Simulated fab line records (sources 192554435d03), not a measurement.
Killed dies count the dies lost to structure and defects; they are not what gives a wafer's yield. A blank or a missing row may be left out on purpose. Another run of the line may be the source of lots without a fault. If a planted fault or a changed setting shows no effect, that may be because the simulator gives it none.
One fault through the eyes of 2 desks | flow n5_finfet | each desk holds nothing but its own numbers, with what lay behind them at the end

FOR THE TOOL OWNER'S DESK: ald_metal-04
The tool's own readings at N5_BEOL_M8_ALD_77 (deposits TaN, target thk 2 nm, pulse time 2 s, purge time 3 s): means of the sampled wafers that have a number, for each lot that ran on this tool. The brackets show how far a lot's mean lies from the usual mean; more than 4 standard deviations puts the lot out of limits, marked OUT.
Columns: A = heater_power_outer_w at N5_BEOL_M8_ALD_77, usual 226 W; B = heater_power_w at N5_BEOL_M8_ALD_77, usual 405 W
lot  | first seen here | A   | B
L484 | day 9 19:26     | 229 | 412
L486 | day 10 03:49    | 212 | 390
L485 | day 10 13:59    | 230 | 420
L489 | day 10 23:01    | 217 | 408
L501 | day 14 05:19    | 238 | 411
L504 | day 14 16:20    | 214 | 387
L505 | day 14 16:48    | 218 | 403
L506 | day 14 23:29    | 232 | 408
This desk found nothing out of limits on any of the 8 lots.

AT THE METROLOGY DESK
Lot by lot, what the gauges showed, no matter which tool ran the lot: averages of those sampled wafers that carry a number. The brackets show how far a lot's mean lies from the usual mean; more than 4 standard deviations puts the lot out of limits, marked OUT.
Columns: A = V7_OVL at N5_BEOL_M8_OVL_MEAS_29, usual 0.0 nm
lot  | first seen here | A
L484 | day 9 16:17     | 0.3
L486 | day 10 01:51    | -0.5
L487 | day 10 03:45    | -0.7
L485 | day 10 11:54    | -0.4
L490 | day 10 17:59    | -0.4
L489 | day 10 21:38    | 0.2
L502 | day 13 23:19    | 0.2
L501 | day 14 03:56    | 0.5
L504 | day 14 15:09    | 0.3
L505 | day 14 15:19    | -0.3
L506 | day 14 21:35    | -0.1
This desk found nothing out of limits on any of the 11 lots.

BROUGHT TOGETHER
The desk of the tool owner found nothing out of limits.
At the metrology desk, nothing out of limits was observed.

WHAT THE SIMULATOR HAD INSERTED
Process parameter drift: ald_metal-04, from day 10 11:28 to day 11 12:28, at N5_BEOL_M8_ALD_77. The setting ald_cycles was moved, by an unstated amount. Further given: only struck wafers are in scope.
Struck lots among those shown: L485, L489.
